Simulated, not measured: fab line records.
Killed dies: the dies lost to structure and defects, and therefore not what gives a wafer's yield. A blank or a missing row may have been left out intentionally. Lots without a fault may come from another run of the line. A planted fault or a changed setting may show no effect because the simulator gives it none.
8D (eight disciplines) problem report, filled in by code | flow nand_harc | the parts of the form that need people (team, actions taken, sign-off) are left out

== 1. THE ISSUE ==
On 3 wafers of 1 lot, susceptor_temp_C at NHARC_A_CHANNEL_FILL_D2_ALD_15 has a mean of 604.70 C; fault-free wafers read 630.13 C, standard deviation 0.26. Measured from the usual mean, that is -98 standard deviations.
The step: deposits SiNx, target thk 2 nm, pulse time 60 s, ald cycles 19.
Earliest sighting: wafer L265.2 on ald_sin_batch-02 at day 14 07:39. The record holds 21 wafers of 7 lots with a number at this step. The rule behind "out" and "out of limits": a value lying over 4 standard deviations away from the usual mean. Any other wafer with a number is counted as sound.

== 2. WHAT IT IS, AND WHAT IT ISN'T ==
question                    | is                     | is not
which readings at this step | susceptor_temp_C       | precursor_pulse_height_rel
which lots                  | L265                   | L264, L277, L279, L281, L282, L283
which wafers of those lots  | all that have a number | -
read on which tools         | ald_sin_batch-02       | ald_sin_batch-01, ald_sin_batch-03
when                        | from day 14 07:39      | up to then (3 sound wafers); but 15 sound wafers of L277, L279, L281, L282, L283 came after

== 3. THE SUSPECTS, EACH WITH WHAT RULES IT OUT ==
Counting: a tool at a process step up to the reading stays a suspect if it ran every lot that is out and no sound lot after the first of them.
- rie_diel-09 at NHARC_A_CHANNEL_HOLE_D2_ETCH_16 (etches the open film in O2/COS, target depth 3100 nm, time 806 s): ruled out as a lasting fault. After its first lot that is out, L265 (day 13 19:24), sound lots L281 ran on it. NHARC_A_CHANNEL_HOLE_D2_ETCH_16 gives no start for some lots, so the hours and the order of its lots are those of NHARC_A_CHANNEL_HOLE_D2_ETCH_26.
- har_etch-01 at NHARC_A_CHANNEL_HOLE_D2_ETCH_26 (etches the open film in C4F8/O2/Ar, time 224.1 s, target depth 300 nm): ruled out as a lasting fault. After its first lot that is out, L265 (day 13 19:24), sound lots L277 ran on it.
- rie_diel-05 at NHARC_A_CHANNEL_HOLE_D2_STRIP_28 (strips in O2): ruled out as a lasting fault. After its first lot that is out, L265 (day 14 07:39), sound lots L283 ran on it. NHARC_A_CHANNEL_HOLE_D2_STRIP_28 gives no start for some lots, so the hours and the order of its lots are those of NHARC_A_CHANNEL_FILL_D2_ALD_15.
- ald_sin_batch-02 at NHARC_A_CHANNEL_FILL_D2_ALD_15 (deposits SiNx, target thk 2 nm, pulse time 60 s, ald cycles 19): ruled out as a lasting fault. After its first lot that is out, L265 (day 14 07:39), sound lots L283 ran on it.
Left after counting: nothing in the record.

== 4. THE CAUSE (what the simulator had put in) ==
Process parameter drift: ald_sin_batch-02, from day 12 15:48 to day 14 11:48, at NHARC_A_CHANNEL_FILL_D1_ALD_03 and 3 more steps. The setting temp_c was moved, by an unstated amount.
Counting ruled it out, wrongly.

== 5. THE EFFECT CHAIN, in route order ==
Each row: a reading whose mean over the struck wafers that have a number lies more than 3 standard deviations from the usual. Only readings for which the record gives a usual standard deviation are gone through. hours: the time from each lot's start at the first step in this table that gives one to its start at this step, as a median over the lots. sigmas: the change in usual standard deviations.
hours | step                           | reading          | usual    | on struck wafers | change | sigmas
0     | NHARC_A_CHANNEL_FILL_D2_ALD_15 | susceptor_temp_C | 630.13 C | 604.70           | -25.43 | -98
It contains these process steps:
- NHARC_A_CHANNEL_FILL_D2_ALD_15: deposits SiNx, target thk 2 nm, pulse time 60 s, ald cycles 19.

== 6. HOW IT WOULD HAVE BEEN CAUGHT EARLIER ==
40 hours passed between the start of the fault at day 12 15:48 and the first reading out of limits in this record, taken at day 14 07:39.
